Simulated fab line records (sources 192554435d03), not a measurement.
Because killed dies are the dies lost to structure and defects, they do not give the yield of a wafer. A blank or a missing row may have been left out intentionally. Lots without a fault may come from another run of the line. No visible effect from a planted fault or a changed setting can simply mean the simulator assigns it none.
Which tool was responsible? | flow n5_finfet | 24 lots, 72 wafers sampled, at 6 steps of a route of 1938

WHAT EACH GAUGE READ, for each wafer
N5_FIN_CUT_OVL_MEAS_09. Usual: for FIN_CUT_OVL the level is 0.0 nm and the standard deviation is 0.75.
lot  | measured    | on         | FIN_CUT_OVL (nm) | flag
L074 | day 2 03:46 | overlay-01 | 0.5 -0.4 -0.5    |
L075 | day 2 08:49 | overlay-01 | -0.6 -1.3 -0.8   |
L076 | day 2 14:31 | overlay-02 | 0.3 -0.5 0.4     |
L077 | day 2 20:11 | overlay-01 | -0.9 -1.9 -0.5   |
L078 | day 3 02:18 | overlay-02 | -0.4 0.1 0.5     |
L079 | day 3 10:02 | overlay-01 | -0.7 -1.0 -0.2   |
L080 | day 3 15:43 | overlay-01 | -0.9 -0.3 -0.9   |
L081 | day 3 21:31 | overlay-02 | -0.7 0.3 0.3     |
L082 | day 4 02:13 | overlay-02 | -0.2 0.2 0.1     |
L083 | day 4 07:58 | overlay-01 | 0.7 0.3 0.4      |
L084 | day 4 16:14 | overlay-02 | -0.6 -0.3 0.7    |
L085 | day 4 21:36 | overlay-02 | 0.9 -0.2 0.5     |
L086 | day 5 06:01 | overlay-02 | -0.5 -1.7 0.2    |
L087 | day 5 10:59 | overlay-01 | -1.4 1.2 -0.6    |
L088 | day 5 14:43 | overlay-01 | -0.1 1.3 -0.1    |
L089 | day 5 20:44 | overlay-02 | -0.8 0.8 1.7     |
L090 | day 6 03:08 | overlay-01 | 0.7 -0.9 -1.0    |
L091 | day 6 09:19 | overlay-02 | 0.9 -0.1 -0.3    |
L092 | day 6 14:13 | overlay-02 | 0.0 0.1 -1.0     |
L093 | day 6 20:53 | overlay-02 | 0.4 1.2 0.1      |
L094 | day 7 03:09 | overlay-01 | 0.1 -0.2 -1.1    |
L095 | day 7 10:42 | overlay-02 | -0.4 0.3 -0.1    |
L096 | day 7 16:19 | overlay-01 | 1.1 0.9 1.7      |
L097 | day 7 23:01 | overlay-01 | -0.5 -0.1 -0.1   |

N5_DUMMY_GATE_CD_MEAS_50: target cd 14 nm. Usual: cd_nm reads 13.9 nm (standard deviation 0.45).
lot  | measured    | on        | cd_nm (nm)     | flag
L074 | day 3 02:19 | cd_sem-03 | 14.3 14.2 14.2 |
L075 | day 3 06:48 | cd_sem-03 | 13.0 13.0 14.0 |
L076 | day 3 10:24 | cd_sem-03 | 14.0 14.0 14.0 |
L077 | day 3 15:44 | cd_sem-01 | 14.0 13.4 12.9 |
L078 | day 4 05:04 | cd_sem-02 | 13.5 14.1 14.3 |
L079 | day 4 09:05 | cd_sem-01 | 13.6 13.4 13.2 |
L080 | day 4 12:25 | cd_sem-03 | 14.6 13.3 14.0 |
L081 | day 4 18:32 | cd_sem-03 | 13.1 14.1 13.8 |
L082 | day 4 21:28 | cd_sem-01 | 14.4 13.6 13.1 |
L083 | day 5 03:04 | cd_sem-01 | 14.0 13.5 14.1 |
L084 | day 5 12:20 | cd_sem-03 | 13.6 14.1 14.9 |
L085 | day 5 17:13 | cd_sem-01 | 14.4 13.8 13.5 |
L086 | day 6 04:12 | cd_sem-01 | 13.5 13.9 13.7 |
L087 | day 6 08:40 | cd_sem-01 | 12.8 14.0 13.6 |
L088 | day 6 14:26 | cd_sem-02 | 13.5 14.1 13.8 |
L089 | day 6 15:47 | cd_sem-02 | 14.3 14.0 13.7 |
L090 | day 6 22:26 | cd_sem-02 | 14.4 13.7 13.3 |
L091 | day 7 05:02 | cd_sem-01 | 14.1 14.0 13.9 |
L092 | day 7 09:37 | cd_sem-03 | 14.5 13.5 13.8 |
L093 | day 7 17:01 | cd_sem-03 | 14.0 13.6 14.0 |
L094 | day 7 22:00 | cd_sem-03 | 14.4 14.1 14.1 |
L095 | day 8 05:56 | cd_sem-01 | 14.2 14.6 14.5 |
L096 | day 8 11:10 | cd_sem-01 | 14.4 14.2 14.1 |
L097 | day 8 19:22 | cd_sem-01 | 14.2 13.3 13.8 |

EACH LOT AND THE TOOL THAT RAN IT (in order: tool; ch and the chambers of the sampled wafers; start)
lot  | N5_FIN_CUT_ETCH_30                | N5_STI_FIN_REVEAL_RECESS_09       | N5_DUMMY_GATE_ETCH_36             | N5_DUMMY_GATE_STRIP_40
L074 | rie_diel-05 ch 2,3, day 2 03:53   | vapor_etch-01 ch 0,1, day 2 10:40 | rie_diel-05 ch 0,2, day 3 02:02   | rie_diel-04 ch 1,3, day 3 02:16
L075 | rie_diel-05 ch 1,2,3, day 2 08:56 | vapor_etch-02 ch 1, day 2 15:55   | rie_diel-04 ch 0,1,2, day 3 06:29 | rie_diel-03 ch 0,2, day 3 06:45
L076 | rie_diel-05 ch 0,1,3, day 2 14:38 | vapor_etch-02 ch 0,1, day 2 21:29 | rie_diel-05 ch 0,1,2, day 3 10:08 | rie_diel-03 ch 0,2,3, day 3 10:22
L077 | rie_diel-05 ch 0,2,3, day 2 20:19 | vapor_etch-01 ch 0,1, day 3 03:43 | rie_diel-04 ch 1,2, day 3 15:28   | rie_diel-05 ch 0,1,2, day 3 15:41
L078 | rie_diel-04 ch 0,2, day 3 02:48   | vapor_etch-02 ch 0,1, day 3 12:25 | rie_diel-05 ch 1,2, day 4 04:47   | rie_diel-03 ch 2,3, day 4 05:00
L079 | rie_diel-04 ch 0,1,2, day 3 10:10 | vapor_etch-02 ch 0,1, day 3 19:10 | rie_diel-05 ch 2,3, day 4 08:49   | rie_diel-04 ch 1,2,3, day 4 09:02
L080 | rie_diel-03 ch 1,2, day 3 15:51   | vapor_etch-01 ch 0,1, day 3 22:41 | rie_diel-05 ch 2,3, day 4 12:08   | rie_diel-05 ch 0,2,3, day 4 12:21
L081 | rie_diel-05 ch 0,1,2, day 3 21:38 | vapor_etch-02 ch 0,1, day 4 05:40 | rie_diel-04 ch 0,1, day 4 18:16   | rie_diel-03 ch 0,1,2, day 4 18:29
L082 | rie_diel-05 ch 1,3, day 4 02:20   | vapor_etch-02 ch 0, day 4 09:10   | rie_diel-04 ch 1,3, day 4 21:12   | rie_diel-04 ch 2,3, day 4 21:25
L083 | rie_diel-03 ch 0,2,3, day 4 08:20 | vapor_etch-02 ch 0, day 4 15:19   | rie_diel-03 ch 0,1,2, day 5 02:48 | rie_diel-04 ch 1,3, day 5 03:01
L084 | rie_diel-05 ch 0,1,2, day 4 16:23 | vapor_etch-02 ch 0,1, day 4 23:12 | rie_diel-05 ch 1,2, day 5 12:04   | rie_diel-05 ch 1,2,3, day 5 12:17
L085 | rie_diel-03 ch 0,1,3, day 4 21:43 | vapor_etch-02 ch 0,1, day 5 04:47 | rie_diel-04 ch 0,1, day 5 16:56   | rie_diel-05 ch 0,1, day 5 17:10
L086 | rie_diel-04 ch 0,1,2, day 5 06:08 | vapor_etch-02 ch 1, day 5 14:08   | rie_diel-03 ch 1,2,3, day 6 03:38 | rie_diel-03 ch 0,2,3, day 6 04:09
L087 | rie_diel-04 ch 1,3, day 5 11:06   | vapor_etch-01 ch 0,1, day 5 18:31 | rie_diel-05 ch 0,3, day 6 08:19   | rie_diel-03 ch 1,2, day 6 08:37
L088 | rie_diel-03 ch 0,1,2, day 5 14:50 | vapor_etch-02 ch 0,1, day 5 22:25 | rie_diel-05 ch 0,1,3, day 6 14:10 | rie_diel-03 ch 0,2,3, day 6 14:23
L089 | rie_diel-03 ch 0,3, day 5 20:52   | vapor_etch-01 ch 0,1, day 6 03:46 | rie_diel-04 ch 2,3, day 6 15:16   | rie_diel-04 ch 1,3, day 6 15:44
L090 | rie_diel-05 ch 0,1, day 6 03:16   | vapor_etch-02 ch 0,1, day 6 10:56 | rie_diel-03 ch 0,2, day 6 22:07   | rie_diel-05 ch 0,2,3, day 6 22:23
L091 | rie_diel-04 ch 0,2,3, day 6 09:26 | vapor_etch-02 ch 0,1, day 6 16:36 | rie_diel-04 ch 1,2,3, day 7 04:32 | rie_diel-05 ch 0,1, day 7 04:58
L092 | rie_diel-04 ch 2,3, day 6 14:20   | vapor_etch-01 ch 0,1, day 6 21:40 | rie_diel-05 ch 2,3, day 7 09:19   | rie_diel-03 ch 1,2, day 7 09:33
L093 | rie_diel-03 ch 0,1,3, day 6 21:01 | vapor_etch-01 ch 0,1, day 7 04:02 | rie_diel-03 ch 1,2, day 7 16:25   | rie_diel-05 ch 0,2,3, day 7 16:57
L094 | rie_diel-03 ch 0,1,3, day 7 03:16 | vapor_etch-01 ch 0,1, day 7 10:35 | rie_diel-05 ch 1,2, day 7 21:43   | rie_diel-05 ch 0,1, day 7 21:56
L095 | rie_diel-05 ch 0,1,2, day 7 10:49 | vapor_etch-02 ch 0,1, day 7 17:44 | rie_diel-03 ch 0,1, day 8 05:31   | rie_diel-04 ch 0,2,3, day 8 05:53
L096 | rie_diel-05 ch 0,1, day 7 16:28   | vapor_etch-01 ch 0,1, day 7 23:22 | rie_diel-05 ch 1,2, day 8 10:55   | rie_diel-05 ch 0,1,3, day 8 11:07
L097 | rie_diel-05 ch 2,3, day 7 23:08   | vapor_etch-01 ch 0,1, day 8 07:09 | rie_diel-03 ch 0,1,3, day 8 18:55 | rie_diel-03 ch 0,1,3, day 8 19:19
- N5_FIN_CUT_ETCH_30: etches underlayer in N2/H2, target depth 13 nm, time 10.4 s.
- N5_STI_FIN_REVEAL_RECESS_09: chemistry HF/NH3, target SiO2, afs cycles 11, target depth 42.5 nm, sublimation time 60 s.
- N5_DUMMY_GATE_ETCH_36: etches SiARC in CF4, target depth 13 nm.
- N5_DUMMY_GATE_STRIP_40: strips in CF4.

AS READ BY THE TOOLS THEMSELVES (means over the sampled wafers that have a number; for cases with no such wafer, the mark the record gives instead)
N5_FIN_CUT_ETCH_30. Usual: drypump_motor_current_A 5.5 A, standard deviation 0.51; etch_rf_on_time_s 10.43 s, standard deviation 0.23; oes_product_au 0.67 a.u., standard deviation 0.074; rf_vpp_V 525 V, standard deviation 3.1; showerhead_plenum_p_Torr 2.57 Torr, standard deviation 0.11; throttle_valve_pct 17.90 %, standard deviation 0.23.
lot  | tool        | drypump_motor_current_A (A) | etch_rf_on_time_s (s) | oes_product_au (a.u.) | rf_vpp_V (V) | showerhead_plenum_p_Torr (Torr) | throttle_valve_pct (%) | flag
L074 | rie_diel-05 | 5.4                         | 10.59                 | 0.59                  | 521          | 2.42                            | 18.04                  |
L075 | rie_diel-05 | 5.6                         | 10.50                 | 0.66                  | 524          | 2.53                            | 17.92                  |
L076 | rie_diel-05 | 5.9                         | 10.46                 | 0.71                  | 527          | 2.63                            | 17.74                  |
L077 | rie_diel-05 | 5.6                         | 10.62                 | 0.64                  | 524          | 2.53                            | 17.86                  |
L078 | rie_diel-04 | 5.2                         | 10.52                 | 0.65                  | 524          | 2.52                            | 17.62                  |
L079 | rie_diel-04 | 5.1                         | 10.39                 | 0.65                  | 523          | 2.55                            | 17.84                  |
L080 | rie_diel-03 | 6.1                         | 10.43                 | 0.63                  | 524          | 2.57                            | 17.95                  |
L081 | rie_diel-05 | 5.5                         | 10.37                 | 0.71                  | 525          | 2.60                            | 17.90                  |
L082 | rie_diel-05 | 5.8                         | 10.24                 | 0.79                  | 526          | 2.63                            | 17.69                  |
L083 | rie_diel-03 | 5.8                         | 10.26                 | 0.63                  | 523          | 2.52                            | 18.06                  |
L084 | rie_diel-05 | 5.4                         | 10.37                 | 0.70                  | 525          | 2.60                            | 17.91                  |
L085 | rie_diel-03 | 5.7                         | 10.58                 | 0.63                  | 523          | 2.50                            | 18.10                  |
L086 | rie_diel-04 | 5.1                         | 10.57                 | 0.64                  | 523          | 2.54                            | 17.86                  |
L087 | rie_diel-04 | 4.9                         | 10.49                 | 0.65                  | 527          | 2.65                            | 18.14                  |
L088 | rie_diel-03 | 5.7                         | 10.40                 | 0.64                  | 524          | 2.54                            | 18.01                  |
L089 | rie_diel-03 | 5.8                         | 10.40                 | 0.62                  | 522          | 2.48                            | 18.20                  |
L090 | rie_diel-05 | 5.7                         | 10.34                 | 0.74                  | 528          | 2.69                            | 17.80                  |
L091 | rie_diel-04 | 5.1                         | 10.48                 | 0.64                  | 524          | 2.54                            | 17.77                  |
L092 | rie_diel-04 | 5.0                         | 10.61                 | 0.63                  | 525          | 2.56                            | 17.90                  |
L093 | rie_diel-03 | 5.7                         | 10.44                 | 0.62                  | 522          | 2.49                            | 18.15                  |
L094 | rie_diel-03 | 5.8                         | 10.40                 | 0.63                  | 524          | 2.49                            | 18.15                  |
L095 | rie_diel-05 | 5.5                         | 10.20                 | 0.76                  | 528          | 2.70                            | 17.80                  |
L096 | rie_diel-05 | 5.7                         | 10.24                 | 0.73                  | 528          | 2.69                            | 17.82                  |
L097 | rie_diel-05 | 5.4                         | 10.21                 | 0.80                  | 525          | 2.62                            | 17.70                  |

N5_STI_FIN_REVEAL_RECESS_09. Usual: drypump_motor_current_A reads 5.81 A (standard deviation 0.2).
lot  | tool          | drypump_motor_current_A (A) | flag
L074 | vapor_etch-01 | 5.55                        |
L075 | vapor_etch-02 | 5.96                        |
L076 | vapor_etch-02 | 5.95                        |
L077 | vapor_etch-01 | 5.55                        |
L078 | vapor_etch-02 | 5.95                        |
L079 | vapor_etch-02 | 5.95                        |
L080 | vapor_etch-01 | 5.55                        |
L081 | vapor_etch-02 | 5.94                        |
L082 | vapor_etch-02 | 5.91                        |
L083 | vapor_etch-02 | 5.90                        |
L084 | vapor_etch-02 | 5.98                        |
L085 | vapor_etch-02 | 5.98                        |
L086 | vapor_etch-02 | 6.01                        |
L087 | vapor_etch-01 | 5.56                        |
L088 | vapor_etch-02 | 5.94                        |
L089 | vapor_etch-01 | 5.66                        |
L090 | vapor_etch-02 | 5.95                        |
L091 | vapor_etch-02 | 5.98                        |
L092 | vapor_etch-01 | 5.67                        |
L093 | vapor_etch-01 | 5.56                        |
L094 | vapor_etch-01 | 5.55                        |
L095 | vapor_etch-02 | 5.94                        |
L096 | vapor_etch-01 | 5.57                        |
L097 | vapor_etch-01 | 5.66                        |

N5_DUMMY_GATE_ETCH_36. Usual: drypump_motor_current_A 5.5 A, standard deviation 0.49; oes_product_au 0.79 a.u., standard deviation 0.086; rf_vpp_V 184.5 V, standard deviation 1.3; showerhead_plenum_p_Torr 2.17 Torr, standard deviation 0.088; throttle_valve_pct 15.71 %, standard deviation 0.24.
lot  | tool        | drypump_motor_current_A (A) | oes_product_au (a.u.) | rf_vpp_V (V) | showerhead_plenum_p_Torr (Torr) | throttle_valve_pct (%) | flag
L074 | rie_diel-05 | 5.5                         | 0.82                  | 185.3        | 2.19                            | 15.66                  |
L075 | rie_diel-04 | 5.1                         | 0.76                  | 184.1        | 2.15                            | 15.65                  |
L076 | rie_diel-05 | 5.5                         | 0.83                  | 184.6        | 2.20                            | 15.74                  |
L077 | rie_diel-04 | 5.0                         | 0.75                  | 183.6        | 2.12                            | 15.76                  |
L078 | rie_diel-05 | 5.2                         | 0.76                  | 183.8        | 2.12                            | 15.96                  |
L079 | rie_diel-05 | 5.4                         | 0.78                  | 182.7        | 2.06                            | 15.80                  |
L080 | rie_diel-05 | 5.4                         | 0.77                  | 182.8        | 2.05                            | 15.79                  |
L081 | rie_diel-04 | 5.0                         | 0.76                  | 184.9        | 2.21                            | 15.77                  |
L082 | rie_diel-04 | 4.9                         | 0.76                  | 185.6        | 2.23                            | 15.78                  |
L083 | rie_diel-03 | 5.7                         | 0.76                  | 183.9        | 2.14                            | 15.77                  |
L084 | rie_diel-05 | 5.2                         | 0.74                  | 183.7        | 2.11                            | 15.98                  |
L085 | rie_diel-04 | 5.2                         | 0.75                  | 184.9        | 2.18                            | 15.58                  |
L086 | rie_diel-03 | 6.2                         | 0.72                  | 183.5        | 2.16                            | 15.90                  |
L087 | rie_diel-05 | 6.0                         | 0.89                  | 183.9        | 2.16                            | 15.34                  |
L088 | rie_diel-05 | 5.8                         | 0.87                  | 185.5        | 2.22                            | 15.50                  |
L089 | rie_diel-04 | 5.0                         | 0.74                  | 183.9        | 2.11                            | 15.71                  |
L090 | rie_diel-03 | 5.7                         | 0.74                  | 184.8        | 2.16                            | 15.78                  |
L091 | rie_diel-04 | 5.0                         | 0.74                  | 184.6        | 2.16                            | 15.81                  |
L092 | rie_diel-05 | 5.4                         | 0.95                  | 186.0        | 2.22                            | 15.49                  |
L093 | rie_diel-03 | 6.1                         | 0.72                  | 184.9        | 2.19                            | 15.79                  |
L094 | rie_diel-05 | 5.2                         | 0.92                  | 185.7        | 2.27                            | 15.68                  |
L095 | rie_diel-03 | 5.3                         | 0.75                  | 183.9        | 2.08                            | 15.86                  |
L096 | rie_diel-05 | 5.4                         | 0.88                  | 185.8        | 2.27                            | 15.74                  |
L097 | rie_diel-03 | 5.7                         | 0.81                  | 184.2        | 2.10                            | 15.80                  |

N5_DUMMY_GATE_STRIP_40. Usual: drypump_motor_current_A 5.5 A, standard deviation 0.51; oes_product_au 0.78 a.u., standard deviation 0.076; rf_vpp_V 271.6 V, standard deviation 1.8; showerhead_plenum_p_Torr 1.82 Torr, standard deviation 0.072; throttle_valve_pct 13.70 %, standard deviation 0.22.
lot  | tool        | drypump_motor_current_A (A) | oes_product_au (a.u.) | rf_vpp_V (V) | showerhead_plenum_p_Torr (Torr) | throttle_valve_pct (%) | flag
L074 | rie_diel-04 | 4.9                         | 0.77                  | 272.9        | 1.87                            | 13.72                  |
L075 | rie_diel-03 | 5.3                         | 0.76                  | 269.7        | 1.77                            | 13.73                  |
L076 | rie_diel-03 | 5.8                         | 0.74                  | 271.1        | 1.79                            | 13.84                  |
L077 | rie_diel-05 | 5.5                         | 0.82                  | 271.5        | 1.85                            | 13.73                  |
L078 | rie_diel-03 | 6.2                         | 0.71                  | 271.9        | 1.84                            | 13.85                  |
L079 | rie_diel-04 | 5.0                         | 0.75                  | 270.5        | 1.82                            | 13.75                  |
L080 | rie_diel-05 | 5.6                         | 0.82                  | 271.6        | 1.79                            | 13.59                  |
L081 | rie_diel-03 | 5.7                         | 0.74                  | 270.9        | 1.80                            | 13.76                  |
L082 | rie_diel-04 | 5.0                         | 0.75                  | 271.9        | 1.82                            | 13.68                  |
L083 | rie_diel-04 | 4.9                         | 0.76                  | 272.8        | 1.86                            | 13.74                  |
L084 | rie_diel-05 | 5.6                         | 0.82                  | 270.5        | 1.79                            | 13.66                  |
L085 | rie_diel-05 | 5.7                         | 0.86                  | 273.8        | 1.91                            | 13.55                  |
L086 | rie_diel-03 | 5.8                         | 0.72                  | 271.3        | 1.78                            | 13.89                  |
L087 | rie_diel-03 | 6.1                         | 0.72                  | 272.6        | 1.84                            | 13.77                  |
L088 | rie_diel-03 | 5.8                         | 0.72                  | 270.2        | 1.78                            | 13.89                  |
L089 | rie_diel-04 | 4.9                         | 0.75                  | 273.3        | 1.86                            | 13.85                  |
L090 | rie_diel-05 | 5.6                         | 0.90                  | 273.2        | 1.86                            | 13.43                  |
L091 | rie_diel-05 | 5.7                         | 0.84                  | 273.1        | 1.91                            | 13.59                  |
L092 | rie_diel-03 | 6.1                         | 0.71                  | 272.2        | 1.84                            | 13.80                  |
L093 | rie_diel-05 | 5.7                         | 0.88                  | 273.1        | 1.86                            | 13.44                  |
L094 | rie_diel-05 | 5.7                         | 0.83                  | 272.7        | 1.91                            | 13.60                  |
L095 | rie_diel-04 | 5.1                         | 0.72                  | 270.3        | 1.79                            | 13.64                  |
L096 | rie_diel-05 | 5.8                         | 0.84                  | 272.7        | 1.86                            | 13.52                  |
L097 | rie_diel-03 | 5.7                         | 0.81                  | 270.6        | 1.76                            | 13.75                  |

THE ANSWER, worked out from the rows above alone
Rule: a lot counts as off when the mean over its wafers that have a number is more than 3 standard deviations away from the usual mean. Also off: a lot with no number at a reading for which 4 or more lots have one. The other lots that the step has rows for count as sound. First the gauges in route order, then the tools' own readings, where a lot's mean is used as printed above. The first step at which some lot is off is used, and at that step the reading that is off furthest; a lot without a number counts as furthest.
Across all readings shown, no lot is off: no conclusion can be drawn from this.

WHAT THE SIMULATOR HAD INSERTED
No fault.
